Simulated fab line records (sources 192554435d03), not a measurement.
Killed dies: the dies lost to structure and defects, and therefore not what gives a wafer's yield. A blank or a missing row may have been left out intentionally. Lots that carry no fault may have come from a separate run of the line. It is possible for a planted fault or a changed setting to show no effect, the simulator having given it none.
A lot that was struck, set against a sound lot :: flow n5-finfet :: 37 steps out of a route of 1938
Sound: wafers L193.1, L193.3, L193.5. Wafers struck: L186.1, L186.4, L186.6. Last of all comes the cause.
For every step that has rows: the tool of each side, followed by ch and its chambers, followed by its first start. Under that, the readings that differ: sound wafers :: struck wafers :: difference of the means :: sigmas: that difference in standard deviations of wafers without a fault.
alike: a reading whose means differ by less than 2 such deviations, as well as words and numbers matching on both sides. not compared: withheld readings; readings where some wafer has no value; bounds like >300 that might hide an equal value; numbers whose values overlap and for which the record gives no deviation.
A row with sigmas, a row that says differs or no value, or rows on one side alone: a step with any of these is where the two part. Numbers that don't overlap but have no deviation are shown without sigmas and don't part them. A reading missing from all wafers of one side parts the sides only when that side holds two or more wafers.

first, 9 steps without rows for these wafers: N5_BEOL_M4_ANNEAL_95 (time 240 s); N5_BEOL_M4_SPUTTER_96 (material Cu, target thk 4.5 nm, time 8.29 s); N5_BEOL_M4_ECD_50 (material Cu, target thk 300 nm); N5_BEOL_M4_ANNEAL_51 (time 90 s); N5_BEOL_M4_CMP_52 (polishes, stops on SiOC, t overpolish 6.8 s, target thk 40 nm); N5_BEOL_M4_PRE_CLEAN_60 (time 15 s); N5_BEOL_M4_CO_CAP_55 (material Co, precursor CCTBA/H2, target thk 2 nm, time 102.1 s); N5_BEOL_M4_PRE_CLEAN_56 (time 15 s); N5_BEOL_M4_DEP_57 (deposits SiCN from 3MS/NH3, target thk 8 nm, time 14 s).
N5_BEOL_M4_RC_MEAS_101:
  sound on prober-01 ch 0, day 12 07:28; struck on prober-01 ch 0, day 10 03:45
  alike: DIBL_N, DIBL_P, IOFF_N, IOFF_P, ION_N, ION_P, SS_N, SS_P, VT_N, VT_P
then, 24 steps without rows for these wafers: N5_BEOL_M5_ILD_DEP_00 (deposits SiCOH lowk from DEMS/porogen, target thk 140.64 nm, time 25.9 s); N5_BEOL_M5_CURE_79 (cures SiCOH lowk, time 240 s); N5_BEOL_M5_PECVD_70 (deposits SiO2 from TEOS/O2, target thk 16 nm, time 18 s); N5_BEOL_M5_HM_DEP_02 (deposits TiN, target thk 20 nm); N5_BEOL_M5_COAT_59 (time 60 s, resist thk 60 nm); N5_BEOL_M5_COAT_60 (time 60 s, resist thk 12 nm); N5_BEOL_M5_COAT_71 (time 60 s, resist thk 5 nm); N5_BEOL_M5_COAT_05 (resist thk 30 nm); N5_BEOL_M5_EBR_07; N5_BEOL_M5_SOFTBAKE_06 (time 60 s); N5_BEOL_M5_EXPOSE_08 (exposes mask M5, target cd 28 nm); N5_BEOL_M5_PEB_09 (peb time 60 s); N5_BEOL_M5_DEVELOP_10 (develop time 30 s); N5_BEOL_M5_DESCUM_16 (chemistry O2, time 7 s); N5_BEOL_M5_ETCH_72 (etches underlayer in N2/H2, target depth 6.5 nm, time 5.2 s); N5_BEOL_M5_ETCH_61 (etches SiARC in CF4, target depth 15.6 nm, time 26 s); N5_BEOL_M5_ETCH_62 (etches SOC in N2/H2, target depth 75 nm, overetch 15 nm, time 112.5 s); N5_BEOL_M5_STRIP_63 (strips in N2/H2); N5_BEOL_M5_STRIP_73 (strips in N2/H2); N5_BEOL_M5_STRIP_64 (strips in CF4); N5_BEOL_M5_HM_OPEN_17 (chemistry Cl2/BCl3, target TiN, target depth 20 nm, overetch 6 nm); N5_BEOL_M5_STRIP_19 (strips in O2); N5_BEOL_M5_COAT_65 (time 60 s, resist thk 60 nm); N5_BEOL_M5_COAT_66 (time 60 s, resist thk 12 nm).
-- a jump in the record: the struck wafers' starts before and after are 3 days apart (it breaks off in module BEOL_M5 and resumes in module BEOL_M14, where the first step shown is number 1757 of the route) --
N5_BEOL_M14_ETCH_38: etches SiCN in CF4/N2, target depth 106.5 nm, time 120.6 s.
  sound on rie-diel-03 ch 0,2,3, day 15 20:33; struck on rie-diel-04 ch 1,2,3, day 13 07:40
  no value came back on the struck wafers for any of 7 readings (bias-w (W), cf4-flow-sccm (sccm) and others); on the sound wafers bias-w (W) reads 70.02 70.07 69.76
reading: model.SiO2_of_BEOL_M14_ILD_DEP_00.thk-nm (nm)
sound: 1039 1046 1064
struck: 1135 1125 1145
difference: +85
sigmas: 
  not compared: rf-hours-counter-h
N5_BEOL_M14_CMP_49: polishes, stops on SiO2, t overpolish 5.2 s, target thk 560 nm.
  sound on cmp-01 ch 2,3, day 15 22:23; struck on cmp-01 ch 0,2,3, day 13 09:08
reading: model.SiO2_of_BEOL_M14_ILD_DEP_00.thk-nm (nm)
sound: 1024 1031 1049
struck: 1120 1110 1130
difference: +85
sigmas: 
  alike: motor-current-A
N5_PASSIVATION_PROBE_49:
  the record has rows for the struck wafers here (prober-01, day 14 06:51) and none for the sound ones

## WHERE THEY PART
Earliest at N5_BEOL_M14_ETCH_38; latest, in this record, at N5_PASSIVATION_PROBE_49.

WHY: whatever the simulator had introduced
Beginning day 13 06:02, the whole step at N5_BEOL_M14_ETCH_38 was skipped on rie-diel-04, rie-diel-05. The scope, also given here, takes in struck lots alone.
